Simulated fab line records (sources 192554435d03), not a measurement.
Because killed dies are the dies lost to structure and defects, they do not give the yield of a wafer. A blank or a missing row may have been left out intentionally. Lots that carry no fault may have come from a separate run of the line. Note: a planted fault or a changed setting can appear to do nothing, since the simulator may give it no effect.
Comparing a struck lot with a sound one -- flow n5_finfet -- 27 out of 1938 route steps
Sound: wafers L412.2, L412.4, L412.5. Struck: wafer L428.6 (L428.2, L428.4, from the same lot, were not struck and are left out); the cause is given at the end.
Per side, at each step with rows, come the tool, then ch with its chambers, and then its first start. Under that, the readings that differ: sound wafers -- struck wafers -- difference of the means -- sigmas: that difference in standard deviations of wafers without a fault.
alike: readings with means less than 2 such deviations apart, plus words and numbers identical on both sides. not compared: withheld readings, readings lacking a value on some wafer, bounds such as >300 that could conceal the same value, and numbers that have no deviation in the record and whose values overlap.
Wherever a step has rows on one side only, a row that says differs or no value, or a row with sigmas, the two part there. Numbers that have no deviation but don't overlap get no sigmas and don't part them. A reading that every wafer of one side lacks parts them only if that side has two wafers or more.

N5_BEOL_M11_ALD_74: deposits TaN, target thk 2 nm, pulse time 2 s, purge time 3 s.
  sound on ald_metal-04 ch 0,2,3, day 10 19:25; struck on ald_metal-03 ch 0, day 14 15:26
reading,sound,struck,difference,sigmas
heater_power_w (W),399 402 372,480,+89,+3
  alike: precursor_vessel_pressure_torr
N5_BEOL_M11_SURFACE_TREAT_76:
  sound on pvd_sputter-02 at day 10 19:41; struck on pvd_sputter-03 at day 14 15:48
  not compared: throttle_valve_pct
then, 3 steps without rows for these wafers: N5_BEOL_M11_CVD_75 (deposits Co from CCTBA/H2, target thk 2 nm, time 138.9 s); N5_BEOL_M11_SPUTTER_48 (material Cu, target thk 12 nm, time 2 s); N5_BEOL_M11_ECD_50 (material Cu, target thk 318 nm).
N5_BEOL_M11_ANNEAL_51: time 90 s.
  sound on rtp_anneal-01 ch 0, day 10 20:24; struck on rtp_anneal-01 ch 0, day 14 16:23
  alike: wafer_temp_C_max
N5_BEOL_M11_CMP_52: polishes, stops on SiCOH lowk, t overpolish 7 s, target thk 140 nm.
  sound on cmp-02 ch 0,1,3, day 10 20:39; struck on cmp-03 ch 2, day 14 16:38
  alike: barrier_field_endpoint_s, motor_current_A, overpolish_run_s, time_to_endpoint_s
N5_BEOL_M11_THK_MEAS_53: measures by xrf.
  sound on film_metro-02 at day 10 20:56; struck on film_metro-02 at day 14 16:56
  alike: M11_THK
then, 2 steps without rows for these wafers: N5_BEOL_M11_PRE_CLEAN_55 (time 15 s); N5_BEOL_M11_DEP_56 (deposits SiCN from 3MS/NH3, target thk 30 nm, time 10.5 s).
N5_BEOL_M11_RS_MEAS_57: a four-point-probe measurement.
  sound on film_metro-01 at day 10 21:04; struck on film_metro-02 at day 14 17:04
  alike: M11_RS
N5_BEOL_M11_INSPECT_58: inspects for defects (darkfield).
  sound on defect_inspect-01 at day 10 21:05; struck on defect_inspect-02 at day 14 17:05
reading,sound,struck,difference,sigmas
raw_defect_count,75 81 61,149,+77,+3
N5_BEOL_M12_ILD_DEP_00: deposits SiOC from DEMS/O2, target thk 658.92 nm, time 130.7 s.
  sound on pecvd-02 ch 0,2, day 10 21:08; struck on pecvd-02 ch 0, day 14 17:09
  alike: heater_power_w, showerhead_plenum_p_Torr, throttle_valve_pct
N5_BEOL_M12_THK_MEAS_01:
  sound on film_metro-02 at day 10 21:16; struck on film_metro-02 at day 14 17:17
  alike: M12_ILD_THK
then, 8 steps without rows for these wafers: N5_BEOL_M12_COAT_58 (time 60 s, resist thk 89 nm); N5_BEOL_M12_COAT_04 (resist thk 400 nm); N5_BEOL_M12_EBR_06; N5_BEOL_M12_SOFTBAKE_05 (time 60 s); N5_BEOL_M12_EXPOSE_07 (exposes mask V11); N5_BEOL_M12_PEB_08 (peb time 90 s); N5_BEOL_M12_DEVELOP_09 (develop time 45 s); N5_BEOL_M12_HARDBAKE_14 (time 120 s).
N5_BEOL_M12_CD_MEAS_10: target cd 140 nm.
  sound on cd_sem-02 ch 0, day 10 21:41; struck on cd_sem-01 ch 0, day 14 17:35
  alike: cd_nm
N5_BEOL_M12_OVL_MEAS_11:
  sound on overlay-01 ch 0, day 10 21:43; struck on overlay-02 ch 0, day 14 17:37
reading,sound,struck,difference,sigmas
V11_OVL (nm),-10 -5 -9,5,+13,+2
N5_BEOL_M12_INSPECT_12: inspects for defects (macro).
  sound on defect_inspect-01 at day 10 21:44; struck on defect_inspect-02 at day 14 17:38
reading,sound,struck,difference,sigmas
raw_defect_count,1 3 3,>300,differs,
N5_BEOL_M12_DESCUM_15: chemistry O2, time 7.9 s.
  sound on rie_diel-05 ch 0,2,3, day 10 22:08; struck on rie_diel-03 ch 2, day 14 17:46
  alike: bias_power_w, drypump_motor_current_A, oes_product_au, rf_vpp_V, showerhead_plenum_p_Torr, throttle_valve_pct
  not compared: rf_hours_counter_h
N5_PASSIVATION_PROBE_49:
  the record has rows for the struck wafers here (prober-01, day 16 08:11) and none for the sound ones

## WHERE THEY PART
Earliest at N5_BEOL_M11_ALD_74; latest, in this record, at N5_PASSIVATION_PROBE_49.

WHY: whatever the simulator had introduced
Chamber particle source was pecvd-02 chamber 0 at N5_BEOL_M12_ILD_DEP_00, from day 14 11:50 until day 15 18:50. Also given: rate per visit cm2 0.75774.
